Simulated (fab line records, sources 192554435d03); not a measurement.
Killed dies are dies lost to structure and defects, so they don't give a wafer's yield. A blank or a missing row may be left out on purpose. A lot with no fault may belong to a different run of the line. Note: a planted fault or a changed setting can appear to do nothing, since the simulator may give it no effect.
Matching of chambers + flow n5 finfet + 4 sister chambers for N5_GATE_CUT_STRIP_42 on rie diel-05
The step strips in O2. 22 wafers are shown with their chamber, then 11 later ones without.

== WAFERS, EACH WITH ITS CHAMBER ==
| wafer  | chamber | showerhead plenum p Torr (Torr) | throttle valve pct (%) | oes product au (a.u.) |
|--------|---------|---------------------------------|------------------------|-----------------------|
| L076.1 | 2       | 2.16                            | 16.62                  | 0.74                  |
| L076.2 | 1       | 2.02                            | 17.05                  | 0.74                  |
| L076.5 | 1       | 2.01                            | 17.04                  | 0.74                  |
| L077.1 | 1       | 2.01                            | 17.03                  | 0.73                  |
| L077.2 | 2       | 2.16                            | 16.64                  | 0.73                  |
| L077.3 | 0       | 2.21                            | 16.59                  | 0.87                  |
| L077.4 | 3       | 2.18                            | 16.77                  | 0.73                  |
| L077.5 | 0       | 2.21                            | 16.57                  | 0.86                  |
| L077.6 | 1       | 2.01                            | 17.05                  | 0.74                  |
| L078.3 | 2       | 2.16                            | 16.64                  | 0.73                  |
| L078.5 | 2       | 2.16                            | 16.64                  | 0.73                  |
| L078.6 | 1       | 2.01                            | 17.07                  | 0.72                  |
| L080.2 | 2       | 2.16                            | 16.65                  | 0.73                  |
| L080.4 | 1       | 2.01                            | 17.05                  | 0.73                  |
| L080.5 | 0       | 2.21                            | 16.60                  | 0.85                  |
| L082.1 | 1       | 2.01                            | 17.06                  | 0.73                  |
| L082.2 | 0       | 2.20                            | 16.61                  | 0.85                  |
| L082.3 | 3       | 2.18                            | 16.79                  | 0.73                  |
| L082.4 | 2       | 2.16                            | 16.65                  | 0.73                  |
| L082.5 | 1       | 2.01                            | 17.07                  | 0.73                  |
| L082.6 | 2       | 2.16                            | 16.64                  | 0.73                  |
| L087.2 | 1       | 2.01                            | 17.07                  | 0.72                  |

SIGNATURES (averages over the wafers above)
| reading                  | chamber 0 | chamber 1 | chamber 2 | chamber 3 | scatter within a chamber |
|--------------------------|-----------|-----------|-----------|-----------|--------------------------|
| showerhead plenum p Torr | 2.2075    | 2.0111    | 2.1600    | 2.1800    | 0.00302                  |
| throttle valve pct       | 16.5925   | 17.0544   | 16.6400   | 16.7800   | 0.0135                   |
| oes product au           | 0.8575    | 0.7311    | 0.7314    | 0.7300    | 0.00687                  |
Rule: for each reading, subtract the chamber's mean from the wafer's reading, divide by that reading's scatter and square the result; add these up over the readings and take the root, which gives the wafer's distance from the chamber. The wafer belongs to the nearest chamber; if the next one is less than 2 further off, it can't be placed. The scatter: take each reading less its chamber's mean, square it, sum over the shown wafers, divide by the number of wafers less the number of chambers, and take the root.

== WAFERS WITH NO CHAMBER GIVEN ==
| wafer  | showerhead plenum p Torr (Torr) | throttle valve pct (%) | oes product au (a.u.) |
|--------|---------------------------------|------------------------|-----------------------|
| L087.3 | 2.17                            | 16.81                  | 0.72                  |
| L087.4 | 2.16                            | 16.67                  | 0.73                  |
| L088.2 | 2.20                            | 16.62                  | 0.85                  |
| L088.5 | 2.17                            | 16.81                  | 0.73                  |
| L088.6 | 2.20                            | 16.64                  | 0.85                  |
| L090.1 | 2.15                            | 16.68                  | 0.72                  |
| L090.2 | 2.01                            | 17.09                  | 0.72                  |
| L090.3 | 2.17                            | 16.81                  | 0.71                  |
| L092.1 | 2.15                            | 16.69                  | 0.71                  |
| L092.4 | 2.20                            | 16.64                  | 0.83                  |
| L092.6 | 2.01                            | 17.08                  | 0.72                  |

== WHICH CHAMBER EACH WENT THROUGH ==
| wafer  | from the rows above | in truth |
|--------|---------------------|----------|
| L087.3 | 3                   | 3        |
| L087.4 | 2                   | 2        |
| L088.2 | 0                   | 0        |
| L088.5 | 3                   | 3        |
| L088.6 | 0                   | 0        |
| L090.1 | 2                   | 2        |
| L090.2 | 1                   | 1        |
| L090.3 | 3                   | 3        |
| L092.1 | 2                   | 2        |
| L092.4 | 0                   | 0        |
| L092.6 | 1                   | 1        |
Correctly placed: 11 of 11. From these rows, 0 cannot be placed. 0 placed wrongly.
